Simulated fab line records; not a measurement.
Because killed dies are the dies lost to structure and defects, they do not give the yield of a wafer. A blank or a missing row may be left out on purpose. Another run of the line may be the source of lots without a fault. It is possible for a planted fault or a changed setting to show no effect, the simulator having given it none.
fab line records | flow n5Finfet
record: lots: 11 wafers: 33 lastDay: 19
route steps=1938 shown BEOL_M3@988 BEOL_M4@1111 PASSIVATION@1936
lots that met no fault: from a run of the same line without faults
startH: hours from the record's opening day to when the first of the lot's shown wafers began | waitH: how many hours have passed since the lot's step before this one | " repeats the value in the row above | L1.1+2: a row that stands for several wafers | - no value present, or no start provided | * or withheld: withheld | < > ~ a bound
route shown NAME@n: names a module that has steps shown in the file, with the first one's number in the route | usual: the fault-free wafers' mean and standard deviation | same: alike in all rows | chamber/n: place in a boat | sites: each site's reading | _std_site: standard deviation of those values | _edge_site: the outer-site mean with the inner-site mean subtracted | radiusMm: how far each site lies from the wafer's centre | mask NAME#n: copy n | behind: the last tool/chamber to shape the wafer | hold: why the lot went on hold/how many hours it stayed there/how the hold came to an end | device: names the non-switching transistor (n, p or np) | end of line: tests of these same wafers at the route's end | step lacking rows: just its recipe | killed: at the first sort, the dies lost to defects and structure; wafer yield is something else | map: a wafer's dies, marking killed ones x, the rest . and places with no die _
set.NAME: the run value of the setting; set.NAME@STEP: its run value at that earlier step | model.NAME: the simulator's own value behind a step, which no gauge read
route steps across a sampled set of lots; one table per step, one row per wafer
services: when a tool's chamber went out of use (startH, in hours from the record's first day, below 0 if earlier), for how many hours, and the reason
== steps ==
step: N5_BEOL_M3_CD_MEAS_35
recipe: targetCdNm: 18 targetCdYNm: 21 polarity: opening
usual: cdNm: 18.0/0.36
columns lot.wafer tool chamber startH waitH cdNm
L511.2 cdSem-02 - 161.18 0.0 18.3
L511.3 " - " " 18.4
L511.5 " - " " 17.8
L512.1 cdSem-03 - 171.47 0.0 18.1
L512.4 " - " " 18.7
L512.5 " - " " 18.5
L513.3 cdSem-02 - 179.50 0.0 18.1
L513.5 " - " " 18.1
L513.6 " - " " 17.4
L514.1 cdSem-03 - 179.64 0.0 18.1
L514.2 " - " " 17.8
L514.3 " - " " 17.5
L515.2 cdSem-03 - 194.17 0.0 17.4
L515.4 " - " " 17.8
L515.6 " - " " 18.1
L517.2 cdSem-02 - 199.58 0.0 18.4
L517.3 " - " " 18.1
L517.5 " - " " 17.5
L516.1 cdSem-03 - 202.44 0.0 18.1
L516.2 " - " " 17.7
L516.6 " - " " 17.9
L520.1 cdSem-02 - 214.31 0.0 17.4
L520.4 " - " " 17.8
L520.6 " - " " 18.0
L521.2 cdSem-02 - 228.98 0.0 18.3
L521.3 " - " " 17.9
L521.6 " - " " 17.9
L528.4 cdSem-03 - 277.14 0.0 18.2
L528.5 " - " " 17.5
L528.6 " - " " 17.9
L532.3 cdSem-01 - 314.30 0.0 17.8
L532.5 " - " " 18.0
L532.6 " - " " 17.5
step: N5_BEOL_M3_CVD_47
recipe: material: Co targetThkA: 30 tempC: withheld precursor: CCTBA/H2 pressureTorr: 30 timeS: 223.8
usual: chamberPressureTorr: 29.99/0.069 runLengthS: 246.8/0.5
columns lot.wafer tool chamber startH waitH chamberPressureTorr runLengthS sinceWetCleanH
L511.2 cvdCo-01 1 162.15 0.3 29.97 246.4 1141
L511.3 " 2 " " 30.01 247.5 244
L511.5 " 2 " " 30.07 246.8 -
L512.1 cvdCo-02 2 172.69 0.3 30.14 247.0 473
L512.4 " 2 " " 29.98 247.1 -
L512.5 " 0 " " 30.00 247.0 -
L513.3 cvdCo-02 1 180.31 0.0 29.92 246.8 44
L513.5 " 0 " " 29.99 247.5 -
L513.6 " 2 " " 29.90 247.2 -
L514.1 cvdCo-02 1 180.63 0.2 30.02 246.6 44
L514.2 " 2 " " 30.06 246.9 481
L514.3 " 0 " " 30.00 246.8 941
L515.2 cvdCo-01 0 195.11 0.1 30.00 246.1 736
L515.4 " 2 " " 30.04 246.8 -
L515.6 " 0 " " 30.14 245.8 -
L517.2 cvdCo-01 2 200.22 0.0 29.96 246.7 282
L517.3 " 1 " " 29.88 246.9 1179
L517.5 " 2 " " 29.93 247.2 -
L516.1 cvdCo-02 1 203.43 0.1 30.04 247.2 67
L516.2 " 2 " " 30.02 247.0 504
L516.6 " 1 " " 30.07 246.7 -
L520.1 cvdCo-01 2 215.32 0.0 29.92 246.6 297
L520.4 " 2 " " 29.94 246.7 -
L520.6 " 1 " " 30.15 246.4 -
L521.2 cvdCo-01 0 229.47 0.0 30.00 246.0 771
L521.3 " 2 " " 29.93 246.7 312
L521.6 " 2 " " 29.95 246.9 -
L528.4 cvdCo-02 2 277.71 0.1 30.02 327.9 -
L528.5 " 1 " " 30.08 247.0 -
L528.6 " 0 " " 29.88 246.7 -
L532.3 cvdCo-01 2 316.31 0.2 29.99 247.1 398
L532.5 " 0 " " 29.93 246.0 -
L532.6 " 2 " " 29.96 247.0 -
step: N5_BEOL_M3_ANNEAL_80
recipe: tempC: 400 timeS: 240 ambient: vacuum
usual: heaterPowerW: 840/110
columns lot.wafer tool chamber startH waitH heaterPowerW
L511.2 pvdSputter-02 - 162.65 0.0 1010
L511.3 " - " " 910
L511.5 " - " " 1059
L512.1 pvdSputter-01 - 174.01 0.0 910
L512.4 " - " " 544
L512.5 " - " " 925
L513.3 pvdSputter-02 - 180.77 0.0 915
L513.5 " - " " 1033
L513.6 " - " " 812
L514.1 pvdSputter-01 - 181.34 0.0 888
L514.2 " - " " 555
L514.3 " - " " 899
L515.2 pvdSputter-02 - 195.71 0.0 917
L515.4 " - " " 790
L515.6 " - " " 858
L517.2 pvdSputter-03 - 200.69 0.0 749
L517.3 " - " " 738
L517.5 " - " " 837
L516.1 pvdSputter-03 - 203.89 0.0 741
L516.2 " - " " 846
L516.6 " - " " 824
L520.1 pvdSputter-03 - 215.78 0.0 854
L520.4 " - " " 746
L520.6 " - " " 757
L521.2 pvdSputter-01 - 230.02 0.0 554
L521.3 " - " " 908
L521.6 " - " " 903
L528.4 pvdSputter-02 - 278.31 0.0 846
L528.5 " - " " 1029
L528.6 " - " " 856
L532.3 pvdSputter-03 - 316.78 0.0 754
L532.5 " - " " 942
L532.6 " - " " 729
step: N5_BEOL_M3_SPUTTER_81
recipe: material: Cu targetThkA: 45 tempC: -20 chamberPressurePa: 0.07 powerW: withheld timeS: 8.29
usual: throttleValvePct: 30.7/0.96
columns lot.wafer tool chamber startH waitH throttleValvePct
L511.2 pvdSputter-02 - 162.79 0.1 30.2
L511.3 " - " " 30.4
L511.5 " - " " 30.0
L512.1 pvdSputter-01 - 174.15 0.1 30.6
L512.4 " - " " 29.7
L512.5 " - " " 30.8
L513.3 pvdSputter-02 - 180.91 0.1 30.3
L513.5 " - " " 30.0
L513.6 " - " " 32.3
L514.1 pvdSputter-01 - 181.48 0.1 30.8
L514.2 " - " " 29.4
L514.3 " - " " 30.5
L515.2 pvdSputter-02 - 195.85 0.1 30.3
L515.4 " - " " 32.6
L515.6 " - " " 31.6
L517.2 pvdSputter-03 - 200.83 0.1 28.8
L517.3 " - " " 30.8
L517.5 " - " " 30.6
L516.1 pvdSputter-03 - 204.03 0.1 30.7
L516.2 " - " " 30.3
L516.6 " - " " 30.4
L520.1 pvdSputter-03 - 215.92 0.1 30.3
L520.4 " - " " 30.6
L520.6 " - " " 28.9
L521.2 pvdSputter-01 - 230.16 0.1 29.6
L521.3 " - " " 30.5
L521.6 " - " " 30.6
L528.4 pvdSputter-02 - 278.45 0.1 31.4
L528.5 " - " " 30.0
L528.6 " - " " 31.6
L532.3 pvdSputter-03 - 316.92 0.1 28.7
L532.5 " - " " 31.5
L532.6 " - " " 31.0
step: N5_BEOL_M4_RC_MEAS_101
usual: DIBL_N: 35.1/1.6 DIBL_P: 34.9/1.8 IOFF_N: 0.143/0.026 IOFF_P: 0.21/0.037 ION_N: 671/11 ION_P: 463/7.8 SS_N: 71.2/0.58 SS_P: 73.0/0.54 VT_N: 251/3 VT_P: -250/4.1
columns lot.wafer tool chamber startH waitH DIBL_N[mV/V] DIBL_P[mV/V] IOFF_N[nA/um] IOFF_P[nA/um] ION_N[uA/um] ION_P[uA/um] SS_N[mV/dec] SS_P[mV/dec] VT_N[mV] VT_P[mV]
L511.2 prober-01 0 177.95 0.2 31.8 30.7 0.109 0.15 658 457 71.1 71.7 253 -253
L511.3 " 0 " " 34.7 35.7 0.146 0.21 667 465 72.3 73.5 250 -249
L511.5 " 0 " " 31.2 30.9 0.097 0.15 652 457 70.0 71.7 256 -250
L512.1 prober-02 0 191.28 0.0 32.9 32.2 0.110 0.18 663 462 69.8 72.5 255 -249
L512.4 " 0 " " 34.7 34.7 0.137 0.21 678 472 70.9 72.8 250 -248
L512.5 " 0 " " 35.1 35.1 0.147 0.22 680 464 71.3 72.7 252 -249
L513.3 prober-01 0 196.47 0.3 33.5 33.1 0.131 0.17 676 461 71.2 72.3 249 -254
L513.5 " 0 " " 33.3 32.9 0.129 0.17 670 453 71.2 73.0 251 -255
L513.6 " 0 " " 34.0 33.4 0.138 0.16 675 460 70.9 73.1 253 -254
L514.1 prober-01 0 198.56 0.0 31.5 31.2 0.092 0.12 661 455 69.7 72.1 259 -260
L514.2 " 0 " " 35.8 35.1 0.149 0.16 655 450 71.0 72.9 251 -255
L514.3 " 0 " " 33.8 33.7 0.122 0.15 663 453 70.4 73.3 252 -256
L515.2 prober-02 0 211.34 0.2 33.6 34.0 0.139 0.22 672 467 71.6 73.1 250 -246
L515.4 " 0 " " 31.6 31.3 0.109 0.18 659 467 70.8 71.9 252 -249
L515.6 " 0 " " 31.3 31.5 0.106 0.18 655 457 70.6 71.9 253 -247
L517.2 prober-01 0 237.14 0.2 35.0 34.1 0.118 0.16 657 451 71.6 72.6 257 -256
L517.3 " 0 " " 34.8 33.8 0.119 0.15 654 450 71.5 72.9 255 -261
L517.5 " 0 " " 35.4 34.2 0.134 0.16 675 453 71.7 72.6 253 -255
L516.1 prober-01 0 241.00 0.0 34.3 35.1 0.135 0.20 681 467 71.2 73.2 254 -248
L516.2 " 0 " " 35.9 36.5 0.155 0.23 691 467 71.6 73.7 251 -246
L516.6 " 0 " " 33.5 34.4 0.131 0.20 668 469 71.2 72.3 252 -250
L520.1 prober-01 0 246.28 0.0 32.3 30.9 0.105 0.15 663 458 70.3 72.7 255 -251
L520.4 " 0 " " 35.7 36.4 0.159 0.22 677 466 71.0 73.3 248 -246
L520.6 " 0 " " 34.8 34.2 0.141 0.19 673 463 70.4 73.2 251 -248
L521.2 prober-01 0 250.13 0.2 34.9 33.6 0.126 0.17 671 460 71.2 72.4 255 -254
L521.3 " 0 " " 35.5 35.2 0.131 0.18 661 459 70.9 73.8 254 -254
L521.6 " 0 " " 34.3 33.2 0.118 0.16 664 454 70.7 72.8 254 -256
L528.4 prober-01 0 311.07 0.5 34.1 34.2 0.138 0.20 668 462 70.5 73.2 251 -247
L528.5 " 0 " " 34.5 33.9 0.140 0.19 670 459 71.0 73.2 253 -249
L528.6 " 0 " " 34.7 36.2 0.165 0.24 696 477 71.9 73.1 246 -246
L532.3 prober-01 0 339.92 0.9 37.5 36.4 0.162 0.26 673 469 71.4 73.5 252 -244
L532.5 " 0 " " 35.5 34.0 0.135 0.23 673 466 71.0 73.5 251 -247
L532.6 " 0 " " 36.4 35.6 0.157 0.25 677 476 71.7 74.0 250 -243
step: N5_PASSIVATION_PROBE_49
usual: defectLimitedYield: 91.1/1.4 killed_at_M0_to_M3: 36/11 killed_at_M4_up: 14/5.2 killedAtContacts: 12/6.1 killedAtFrontEnd: 40/12 killedAtOther: 3.2/2.5 killedDies: 105/16 killedOpen: 68/12 killedShort: 35/8.7 sort_bin_5_function: 5.2/0.89 sort_bin_6_memory: 3.3/0.66 sortNPass: 1074/16 sortYieldPct: 91.1/1.4
same: grossDies: 1180 killedAtBackSide: 0 sort_bin_4_leakage[%]: 0 sort_bin_8_speed[%]: 0
columns lot.wafer tool chamber startH waitH defectLimitedYield[%] killed_at_M0_to_M3 killed_at_M4_up killedAtContacts killedAtFrontEnd killedAtOther killedDies killedOpen killedShort sort_bin_5_function[%] sort_bin_6_memory[%] sortNPass sortYieldPct[%]
L511.2 prober-02 - 307.96 0.1 92.2 33 17 15 25 2 92 70 21 4.3 3.1 1088 92.2
L511.3 prober-02 - 308.01 0.1 92.2 25 18 10 37 2 92 63 29 4.9 2.5 1088 92.2
L511.5 prober-02 - 308.11 0.2 90.3 55 22 3 27 8 115 82 32 5.8 3.8 1065 90.3
L512.1 prober-02 - 322.67 0.0 91.3 25 16 5 54 3 103 61 41 5.5 3.1 1077 91.3
L512.4 prober-02 - 322.82 0.2 91.8 40 18 5 31 3 97 71 26 5.5 2.7 1083 91.8
L512.5 prober-02 - 322.87 0.2 92.2 45 15 7 24 1 92 58 32 4.2 3.4 1088 92.2
L513.3 prober-02 - 325.66 0.1 91.5 32 10 17 39 2 100 65 31 4.9 3.1 1080 91.5
L513.5 prober-02 - 325.76 0.2 90.7 35 12 19 37 7 110 73 36 5.3 3.7 1070 90.7
L513.6 prober-02 - 325.81 0.3 90.5 30 7 27 45 3 112 67 39 4.7 3.9 1068 90.5
L514.1 prober-01 - 331.73 0.0 91.4 25 16 20 38 3 102 55 40 4.5 3.2 1078 91.4
L514.2 prober-01 - 331.78 0.1 92.0 20 15 10 46 3 94 64 27 4.2 3.2 1086 92.0
L514.3 prober-01 - 331.83 0.1 91.1 26 18 5 50 6 105 71 30 5.2 3.6 1075 91.1
L515.2 prober-01 - 332.91 0.1 92.4 36 16 8 29 1 90 54 34 4.1 3.1 1090 92.4
L515.4 prober-01 - 333.01 0.2 92.1 38 12 9 31 3 93 57 35 5.2 2.2 1087 92.1
L515.6 prober-01 - 333.11 0.3 92.0 39 11 11 28 5 94 54 39 4.1 3.4 1086 92.0
L517.2 prober-02 - 349.21 0.1 90.3 54 5 12 42 1 114 73 35 5.3 3.8 1066 90.3
L517.3 prober-02 - 349.26 0.1 89.7 41 22 8 49 1 121 84 36 5.1 4.5 1059 89.7
L517.5 prober-02 - 349.36 0.2 90.3 47 14 9 41 3 114 81 29 5.1 4.3 1066 90.3
L516.1 prober-02 - 352.72 0.0 89.8 41 13 21 43 2 120 77 40 6.3 3.4 1060 89.8
L516.2 prober-02 - 352.77 0.1 90.6 36 14 19 39 3 111 79 30 5.5 3.6 1069 90.6
L516.6 prober-02 - 352.97 0.3 92.3 33 14 4 36 4 91 54 33 3.6 3.5 1089 92.3
L520.1 prober-02 - 362.48 0.0 91.8 26 15 12 35 9 97 61 32 5.0 2.9 1083 91.8
L520.4 prober-02 - 362.63 0.2 93.6 27 10 10 26 2 75 42 27 3.7 2.2 1105 93.6
L520.6 prober-02 - 362.73 0.3 91.4 47 8 11 25 10 101 67 30 5.4 2.6 1079 91.4
L521.2 prober-01 - 362.97 0.1 90.2 23 22 17 45 9 116 69 39 5.7 3.3 1064 90.2
L521.3 prober-01 - 363.02 0.1 91.0 25 11 15 54 1 106 61 38 4.8 3.6 1074 91.0
L521.6 prober-01 - 363.17 0.3 91.1 24 16 26 39 0 105 66 32 4.6 3.3 1075 91.1
L528.4 prober-02 - 434.54 0.2 91.7 29 13 13 42 1 98 65 31 4.7 3.1 1082 91.7
L528.5 prober-02 - 434.59 0.2 92.5 17 19 13 40 0 89 60 26 5.2 2.1 1091 92.5
L528.6 prober-02 - 434.64 0.3 92.1 15 15 16 42 5 93 52 34 5.2 2.5 1087 92.1
L532.3 prober-02 - 458.45 0.1 91.7 42 15 9 25 7 98 64 26 4.7 2.6 1082 91.7
L532.5 prober-02 - 458.55 0.2 90.8 49 18 13 27 1 108 71 34 5.5 3.3 1072 90.8
L532.6 prober-02 - 458.60 0.3 90.6 52 16 6 36 1 111 72 34 5.2 4.0 1069 90.6
killed by level:class
L511.2 MOL_CONTACT_COAG:geometricParticle:open=14 FIN_SAQP:geometricParticle:open=10 BEOL_M4:geometricParticle:open=10 BEOL_M3:geometricParticle:open=7 FIN_SAQP:geometricParticle:short=6 BEOL_M0:geometricParticle:open=6 BEOL_M2:geometricParticle:open=5 BEOL_M1:geometricParticle:open=4
L511.3 FIN_SAQP:geometricParticle:open=15 MOL_CONTACT_COAG:geometricParticle:open=7 BEOL_M7:geometricParticle:open=7 FIN_SAQP:geometricParticle:short=6 STI_FIN_REVEAL:geometricParticle:open=6 BEOL_M0_SAQP:geometricParticle:open=5 BEOL_M3:geometricParticle:open=5 BEOL_M0_SAQP:geometricParticle:short=4
L511.5 BEOL_M0_SAQP:geometricParticle:open=16 BEOL_M4:geometricParticle:open=11 BEOL_M2:geometricParticle:open=10 BEOL_M0:geometricParticle:open=9 BEOL_M0_SAQP:geometricParticle:short=8 STI_FIN_REVEAL:geometricParticle:open=6 BEOL_M3:geometricParticle:open=6 STARTING-WAFER:geometricParticle:short=4
L512.1 STI_FIN_REVEAL:geometricParticle:open=13 BEOL_M4:geometricParticle:open=9 STI_FIN_REVEAL:geometricParticle:short=8 BEOL_M1:geometricParticle:open=7 FIN_SAQP:geometricParticle:open=5 GATE_CUT:geometricParticle:short=5 MOL_CONTACT_COAG:geometricParticle:open=5 ILD0:geometricParticle:open=4
L512.4 STI_FIN_REVEAL:geometricParticle:open=15 BEOL_M0_SAQP:geometricParticle:open=14 BEOL_M4:geometricParticle:open=12 BEOL_M2:geometricParticle:open=8 BEOL_M0_SAQP:geometricParticle:short=6 MOL_CONTACT_COAG:geometricParticle:open=4 BEOL_M1:geometricParticle:open=4 STI_FIN_REVEAL:geometricParticle:short=3
L512.5 BEOL_M0_SAQP:geometricParticle:short=12 BEOL_M0_SAQP:geometricParticle:open=10 BEOL_M1:geometricParticle:open=8 FIN_SAQP:geometricParticle:short=6 MOL_CONTACT_COAG:geometricParticle:open=6 BEOL_M4:geometricParticle:open=6 BEOL_M2:geometricParticle:open=5 ILD0:geometricParticle:open=4
L513.3 MOL_CONTACT_COAG:geometricParticle:open=12 BEOL_M1:geometricParticle:open=12 FIN_SAQP:geometricParticle:open=9 GATE_CUT:geometricParticle:short=7 BEOL_M0_SAQP:geometricParticle:short=7 FIN_SAQP:geometricParticle:short=6 BEOL_M4:geometricParticle:open=6 GATE_CUT:geometricParticle:open=5
L513.5 MOL_CONTACT_COAG:geometricParticle:open=15 BEOL_M1:geometricParticle:open=15 FIN_SAQP:geometricParticle:open=8 FIN_SAQP:geometricParticle:short=7 BEOL_M4:geometricParticle:open=6 BEOL_M0_SAQP:geometricParticle:short=4 GATE_CUT:geometricParticle:short=4 MOL_CONTACT_COAG:geometricParticle:short=4
L513.6 MOL_CONTACT_COAG:geometricParticle:open=23 BEOL_M1:geometricParticle:open=13 GATE_CUT:geometricParticle:short=7 FIN_SAQP:geometricParticle:short=6 HKMG_FIN:areaEtch=6 DUMMY_GATE:geometricParticle:open=4 BEOL_M0_SAQP:geometricParticle:open=4 MOL_CONTACT_COAG:geometricParticle:short=4
L514.1 MOL_CONTACT_COAG:geometricParticle:open=13 BEOL_M0_SAQP:geometricParticle:short=8 BEOL_M4:geometricParticle:open=8 MOL_CONTACT_COAG:geometricParticle:short=7 FIN_SAQP:geometricParticle:open=6 FIN_SAQP:geometricParticle:short=6 BEOL_M0_SAQP:geometricParticle:open=6 BEOL_M1:geometricParticle:open=6
L514.2 FIN_SAQP:geometricParticle:open=15 MOL_CONTACT_COAG:geometricParticle:open=8 GATE_CUT:geometricParticle:short=7 BEOL_M1:geometricParticle:open=7 BEOL_M4:geometricParticle:open=6 STI_FIN_REVEAL:geometricParticle:open=5 GATE_CUT:geometricParticle:open=5 BEOL_M0_SAQP:geometricParticle:open=5
L514.3 FIN_SAQP:geometricParticle:open=27 BEOL_M0_SAQP:geometricParticle:open=7 BEOL_M1:geometricParticle:open=7 FIN_SAQP:geometricParticle:short=5 GATE_CUT:geometricParticle:short=5 BEOL_M3:geometricParticle:open=4 MOL_CONTACT_COAG:geometricParticle:open=4 BEOL_M4:geometricParticle:open=4
L515.2 BEOL_M0_SAQP:geometricParticle:short=10 BEOL_M0_SAQP:geometricParticle:open=8 MOL_CONTACT_COAG:geometricParticle:open=7 BEOL_M4:geometricParticle:open=7 BEOL_M2:geometricParticle:open=6 FIN_SAQP:geometricParticle:open=5 BEOL_M1:geometricParticle:open=5 STARTING-WAFER:geometricParticle:short=5
L515.4 FIN_SAQP:geometricParticle:open=11 BEOL_M2:geometricParticle:open=11 BEOL_M0_SAQP:geometricParticle:short=9 FIN_SAQP:geometricParticle:short=7 MOL_CONTACT_COAG:geometricParticle:open=6 BEOL_M0_SAQP:geometricParticle:open=5 BEOL_M3:geometricParticle:open=5 DUMMY_GATE:geometricParticle:open=4
L515.6 BEOL_M0_SAQP:geometricParticle:short=13 BEOL_M0_SAQP:geometricParticle:open=8 BEOL_M1:geometricParticle:open=7 FIN_SAQP:geometricParticle:short=6 MOL_CONTACT_COAG:geometricParticle:short=6 MOL_CONTACT_COAG:geometricParticle:open=5 BEOL_M4:geometricParticle:open=5 DUMMY_GATE:geometricParticle:open=4
L517.2 BEOL_M0_SAQP:geometricParticle:open=23 BEOL_M0_SAQP:geometricParticle:short=19 STI_FIN_REVEAL:geometricParticle:open=12 MOL_CONTACT_COAG:geometricParticle:open=9 FIN_SAQP:geometricParticle:open=6 FIN_SAQP:geometricParticle:short=5 BEOL_M3:geometricParticle:open=4 DUMMY_GATE:geometricParticle:open=3
L517.3 STI_FIN_REVEAL:geometricParticle:open=17 BEOL_M2:geometricParticle:open=16 BEOL_M4:geometricParticle:open=13 BEOL_M0_SAQP:geometricParticle:open=8 MOL_CONTACT_COAG:geometricParticle:open=7 DUMMY_GATE:geometricParticle:open=6 ILD0:geometricParticle:open=6 STI_FIN_REVEAL:geometricParticle:short=5
L517.5 STI_FIN_REVEAL:geometricParticle:open=14 BEOL_M0_SAQP:geometricParticle:open=10 MOL_CONTACT_COAG:geometricParticle:open=9 BEOL_M0_SAQP:geometricParticle:short=9 FIN_SAQP:geometricParticle:open=8 BEOL_M2:geometricParticle:open=8 BEOL_M0:geometricParticle:open=7 BEOL_M3:geometricParticle:open=7
L516.1 STI_FIN_REVEAL:geometricParticle:open=16 MOL_CONTACT_COAG:geometricParticle:open=15 BEOL_M0_SAQP:geometricParticle:short=10 BEOL_M2:geometricParticle:open=8 FIN_SAQP:geometricParticle:short=7 DUMMY_GATE:geometricParticle:open=7 BEOL_M0_SAQP:geometricParticle:open=7 BEOL_M3:geometricParticle:open=7
L516.2 STI_FIN_REVEAL:geometricParticle:open=14 MOL_CONTACT_COAG:geometricParticle:open=13 BEOL_M0_SAQP:geometricParticle:open=10 FIN_SAQP:geometricParticle:short=8 BEOL_M4:geometricParticle:open=6 BEOL_M1:geometricParticle:open=6 BEOL_M3:geometricParticle:open=6 MOL_CONTACT_COAG:geometricParticle:short=5
L516.6 STI_FIN_REVEAL:geometricParticle:open=10 BEOL_M3:geometricParticle:short=9 BEOL_M4:geometricParticle:open=7 FIN_SAQP:geometricParticle:open=6 BEOL_M0_SAQP:geometricParticle:short=6 BEOL_M3:geometricParticle:open=6 DUMMY_GATE:geometricParticle:open=5 MOL_CONTACT_COAG:geometricParticle:open=4
L520.1 FIN_SAQP:geometricParticle:short=9 BEOL_M2:geometricParticle:open=9 MOL_CONTACT_COAG:geometricParticle:open=8 FIN_SAQP:geometricParticle:open=7 BEOL_M5:geometricParticle:open=6 STARTING-WAFER:geometricParticle:short=5 BEOL_M0_SAQP:geometricParticle:short=5 PASS1_DEP:geometricParticle:open=5
L520.4 MOL_CONTACT_COAG:geometricParticle:open=9 FIN_SAQP:geometricParticle:open=6 BEOL_M0_SAQP:geometricParticle:short=6 FIN_SAQP:geometricParticle:short=4 BEOL_M0_SAQP:geometricParticle:open=4 ILD0:geometricParticle:short=3 GATE_CUT:geometricParticle:open=3 BEOL_M0:geometricParticle:open=3
L520.6 BEOL_M0_SAQP:geometricParticle:open=16 BEOL_M2:geometricParticle:open=13 BEOL_M0_SAQP:geometricParticle:short=9 MOL_CONTACT_COAG:geometricParticle:open=7 FIN_SAQP:geometricParticle:open=6 STARTING-WAFER:geometricParticle:short=4 PASS1_CAP:geometricParticle:short=4 MOL_CONTACT_COAG:geometricParticle:short=3
L521.2 BEOL_M4:geometricParticle:open=13 MOL_CONTACT_COAG:geometricParticle:open=13 FIN_SAQP:geometricParticle:short=9 DUMMY_GATE:geometricParticle:open=6 BEOL_M3:geometricParticle:open=6 PAD_METAL:geometricParticle:short=5 MOL_CONTACT_COAG:geometricParticle:short=4 BEOL_M0_SAQP:geometricParticle:open=4
L521.3 FIN_SAQP:geometricParticle:short=19 MOL_CONTACT_COAG:geometricParticle:open=14 BEOL_M3:geometricParticle:open=13 FIN_SAQP:geometricParticle:open=9 GATE_CUT:geometricParticle:short=5 BEOL_M4:geometricParticle:open=5 HKMG_FIN:areaEtch=5 BEOL_M0_SAQP:geometricParticle:open=4
L521.6 MOL_CONTACT_COAG:geometricParticle:open=20 BEOL_M0_SAQP:geometricParticle:short=7 BEOL_M4:geometricParticle:open=7 HKMG_FIN:areaEtch=7 FIN_SAQP:geometricParticle:short=6 MOL_CONTACT_COAG:geometricParticle:short=6 BEOL_M3:geometricParticle:open=6 STI_FIN_REVEAL:geometricParticle:open=5
L528.4 STI_FIN_REVEAL:geometricParticle:open=10 MOL_CONTACT_COAG:geometricParticle:open=10 BEOL_M4:geometricParticle:open=8 BEOL_M0_SAQP:geometricParticle:short=8 FIN_SAQP:geometricParticle:short=7 BEOL_M2:geometricParticle:open=6 BEOL_M3:geometricParticle:open=6 FIN_SAQP:geometricParticle:open=5
L528.5 MOL_CONTACT_COAG:geometricParticle:open=12 DUMMY_GATE:geometricParticle:open=11 BEOL_M4:geometricParticle:open=11 GATE_CUT:geometricParticle:short=6 BEOL_M1:geometricParticle:short=4 FIN_SAQP:geometricParticle:open=3 STI_FIN_REVEAL:geometricParticle:open=3 GATE_CUT:geometricParticle:open=3
L528.6 MOL_CONTACT_COAG:geometricParticle:open=13 FIN_SAQP:geometricParticle:short=7 GATE_CUT:geometricParticle:short=7 FIN_SAQP:geometricParticle:open=6 STI_FIN_REVEAL:geometricParticle:open=5 DUMMY_GATE:geometricParticle:open=4 MOL_CONTACT_COAG:geometricParticle:short=3 BEOL_M1:geometricParticle:short=3
L532.3 BEOL_M2:geometricParticle:open=16 BEOL_M0:geometricParticle:short=8 MOL_CONTACT_COAG:geometricParticle:open=7 BEOL_M0_SAQP:geometricParticle:open=7 BEOL_M1:geometricParticle:open=7 STI_FIN_REVEAL:geometricParticle:open=6 MIM_TOP_ETCH:geometricParticle:open=6 HKMG_FIN:areaEtch=5
L532.5 BEOL_M2:geometricParticle:open=15 MOL_CONTACT_COAG:geometricParticle:open=10 BEOL_M0_SAQP:geometricParticle:short=10 STI_FIN_REVEAL:geometricParticle:open=9 FIN_SAQP:geometricParticle:short=7 BEOL_M3:geometricParticle:open=6 BEOL_M0:geometricParticle:open=5 BEOL_M0:geometricParticle:short=5
L532.6 BEOL_M2:geometricParticle:open=28 BEOL_M0_SAQP:geometricParticle:open=9 FIN_SAQP:geometricParticle:short=8 MOL_CONTACT_COAG:geometricParticle:open=5 GATE_CUT:geometricParticle:short=5 BEOL_M2:geometricParticle:short=4 BEOL_M5:geometricParticle:open=4 STI_FIN_REVEAL:geometricParticle:open=3
== services ==
columns tool chamber startH hours kind
cvdCo-02 - 163.65 6.9 pm
pvdSputter-03 - 168.35 2.5 repair
cvdCo-02 - 254.53 0.8 repair
pvdSputter-03 - 256.81 10.5 repair
cvdCo-02 1 301.81 3.3 repair
cvdCo-02 - 316.03 2.8 pm
== key ==
firstSign: step: N5_BEOL_M3_CVD_47 reading: runLengthS direction: up sigmas: 99+ usual: * struck: *
effect none on later readings
metAt N5_BEOL_M3_CVD_47
struckLots L528
struckWafers L528.4
notActingAt N5_BEOL_M3_CD_MEAS_35,N5_BEOL_M3_ANNEAL_80,N5_BEOL_M3_SPUTTER_81
onsetBetween 203.43 277.71
fault: kind: processParameterDrift tool: cvdCo-02 chamber: 2 onsetH: 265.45 steps: N5_BEOL_M3_CVD_47 channel: timeS offset: * shape: step endH: 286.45 actsIn: * stated: *
